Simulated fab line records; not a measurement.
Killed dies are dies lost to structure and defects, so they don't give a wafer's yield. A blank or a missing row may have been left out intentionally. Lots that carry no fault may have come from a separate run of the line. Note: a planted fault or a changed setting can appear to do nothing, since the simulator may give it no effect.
Lot-split experiment || flow n5 finfet || 21 wafers read across 7 lots, on a route 1938 steps long

## ON THE SPLIT
At N5_BEOL_M0_SAQP_EXPOSE_37 (exposes mask M0 CUT1, target cd 30 nm), the setting dose mj was moved away from the recipe's 44.75 on 3 of the 21 wafers read, by -5.9% to +2.8%. This setting was run at the recipe's value on the other wafers.

## FROM THE SPLIT TO THE READING: what the file shows between them, 2 steps
- N5_BEOL_M0_SAQP_PEB_38: peb time 60 s
- N5_BEOL_M0_SAQP_DEVELOP_39: develop time 30 s

## THE READING
cd nm (nm) at N5_BEOL_M0_SAQP_CD_MEAS_40, where the cd target is 30 nm. A value of 29.94 nm with a standard deviation of 0.26 nm is what fault-free wafers of this fab line usually give.

{"wafer": "L074.2", "tool, chamber at the split": "euv scanner-02, 0", "dose mj as run": 44.75, "against the recipe": "recipe", "cd nm, nm": 29.57, "against lot-mates on the recipe": "-"}
{"wafer": "L074.4", "tool, chamber at the split": "euv scanner-02, 0", "dose mj as run": 44.75, "against the recipe": "recipe", "cd nm, nm": 30.11, "against lot-mates on the recipe": "-"}
{"wafer": "L074.6", "tool, chamber at the split": "euv scanner-02, 0", "dose mj as run": 44.75, "against the recipe": "recipe", "cd nm, nm": 29.89, "against lot-mates on the recipe": "-"}
{"wafer": "L077.1", "tool, chamber at the split": "euv scanner-02, 0", "dose mj as run": 42.1, "against the recipe": "-5.9%", "cd nm, nm": 28.81, "against lot-mates on the recipe": -1.40}
{"wafer": "L077.2", "tool, chamber at the split": "euv scanner-02, 0", "dose mj as run": 44.75, "against the recipe": "recipe", "cd nm, nm": 30.21, "against lot-mates on the recipe": "-"}
{"wafer": "L077.4", "tool, chamber at the split": "euv scanner-02, 0", "dose mj as run": 42.1, "against the recipe": "-5.9%", "cd nm, nm": 28.87, "against lot-mates on the recipe": -1.34}
{"wafer": "L078.2", "tool, chamber at the split": "euv scanner-02, 0", "dose mj as run": 44.75, "against the recipe": "recipe", "cd nm, nm": 29.66, "against lot-mates on the recipe": "-"}
{"wafer": "L078.3", "tool, chamber at the split": "euv scanner-02, 0", "dose mj as run": 46.01, "against the recipe": "+2.8%", "cd nm, nm": 30.43, "against lot-mates on the recipe": "+0.69"}
{"wafer": "L078.6", "tool, chamber at the split": "euv scanner-02, 0", "dose mj as run": 44.75, "against the recipe": "recipe", "cd nm, nm": 29.83, "against lot-mates on the recipe": "-"}
{"wafer": "L087.1", "tool, chamber at the split": "euv scanner-02, 0", "dose mj as run": 44.75, "against the recipe": "recipe", "cd nm, nm": 29.71, "against lot-mates on the recipe": "-"}
{"wafer": "L087.2", "tool, chamber at the split": "euv scanner-02, 0", "dose mj as run": 44.75, "against the recipe": "recipe", "cd nm, nm": 29.91, "against lot-mates on the recipe": "-"}
{"wafer": "L087.6", "tool, chamber at the split": "euv scanner-02, 0", "dose mj as run": 44.75, "against the recipe": "recipe", "cd nm, nm": 29.93, "against lot-mates on the recipe": "-"}
{"wafer": "L089.4", "tool, chamber at the split": "euv scanner-02, 0", "dose mj as run": 44.75, "against the recipe": "recipe", "cd nm, nm": 29.87, "against lot-mates on the recipe": "-"}
{"wafer": "L089.5", "tool, chamber at the split": "euv scanner-02, 0", "dose mj as run": 44.75, "against the recipe": "recipe", "cd nm, nm": 29.47, "against lot-mates on the recipe": "-"}
{"wafer": "L089.6", "tool, chamber at the split": "euv scanner-02, 0", "dose mj as run": 44.75, "against the recipe": "recipe", "cd nm, nm": 29.91, "against lot-mates on the recipe": "-"}
{"wafer": "L090.1", "tool, chamber at the split": "euv scanner-01, 0", "dose mj as run": 44.75, "against the recipe": "recipe", "cd nm, nm": 29.60, "against lot-mates on the recipe": "-"}
{"wafer": "L090.4", "tool, chamber at the split": "euv scanner-01, 0", "dose mj as run": 44.75, "against the recipe": "recipe", "cd nm, nm": 29.86, "against lot-mates on the recipe": "-"}
{"wafer": "L090.6", "tool, chamber at the split": "euv scanner-01, 0", "dose mj as run": 44.75, "against the recipe": "recipe", "cd nm, nm": 29.81, "against lot-mates on the recipe": "-"}
{"wafer": "L091.2", "tool, chamber at the split": "euv scanner-02, 0", "dose mj as run": 44.75, "against the recipe": "recipe", "cd nm, nm": 30.16, "against lot-mates on the recipe": "-"}
{"wafer": "L091.5", "tool, chamber at the split": "euv scanner-02, 0", "dose mj as run": 44.75, "against the recipe": "recipe", "cd nm, nm": 29.92, "against lot-mates on the recipe": "-"}
{"wafer": "L091.6", "tool, chamber at the split": "euv scanner-02, 0", "dose mj as run": 44.75, "against the recipe": "recipe", "cd nm, nm": 29.54, "against lot-mates on the recipe": "-"}

FIT RESULTS
A straight line over all 21 wafers: cd nm changes by +0.173 nm for each +1% of dose mj; r = +0.86; the points scatter about the line by 0.2 nm.
The same after taking each lot's own level away (the mean of its wafers on the recipe; 21 wafers): +0.233 nm for each +1%; r = +0.94; scatter 0.17 nm.
That fit puts the effect of the largest move of dose mj on the reading at 1.4 nm.
Across the lots, their own levels run from 29.745 to 30.210 nm, a range of 1.8 times the standard deviation given above.
Thus the slope moves with the lot-to-lot level: the two fits are different.
Check: -1.36 nm against its lot-mates is what the line predicts for one of the wafers moved furthest among these (-5.9%) when that wafer is left out of the fit. It came out at -1.4 nm against them.

## THESE WAFERS: OTHER SPLITS
Note: prior to the reading, these wafers also went through further splits. Each is held against what the fit with the lots' levels taken away leaves over:
{"other split on the same wafers": "N5_HKMG_FIN_DEVELOP_11 develop time s", "wafers away from the commonest value": 7, "r with cd nm (lot level and that fit taken away)": "+0.33"}
{"other split on the same wafers": "N5_GATE_CUT_CUT_ETCH_53 icp w", "wafers away from the commonest value": 9, "r with cd nm (lot level and that fit taken away)": "+0.07"}
{"other split on the same wafers": "N5_MOL_CONTACT_COAG_ALD_27 ald cycles", "wafers away from the commonest value": 10, "r with cd nm (lot level and that fit taken away)": -0.11}
{"other split on the same wafers": "N5_MOL_CONTACT_COAG_EXPOSE_81 dose mj", "wafers away from the commonest value": 3, "r with cd nm (lot level and that fit taken away)": -0.08}
{"other split on the same wafers": "N5_BEOL_M0_SAQP_PECVD_04 time s", "wafers away from the commonest value": 7, "r with cd nm (lot level and that fit taken away)": "+0.17"}
{"other split on the same wafers": "N5_BEOL_M0_SAQP_HM_DEP_111 time s", "wafers away from the commonest value": 9, "r with cd nm (lot level and that fit taken away)": "+0.02"}

## THE FILE'S OWN FIT
cd nm changes by +0.234 nm for each +1% of dose mj, r = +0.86.
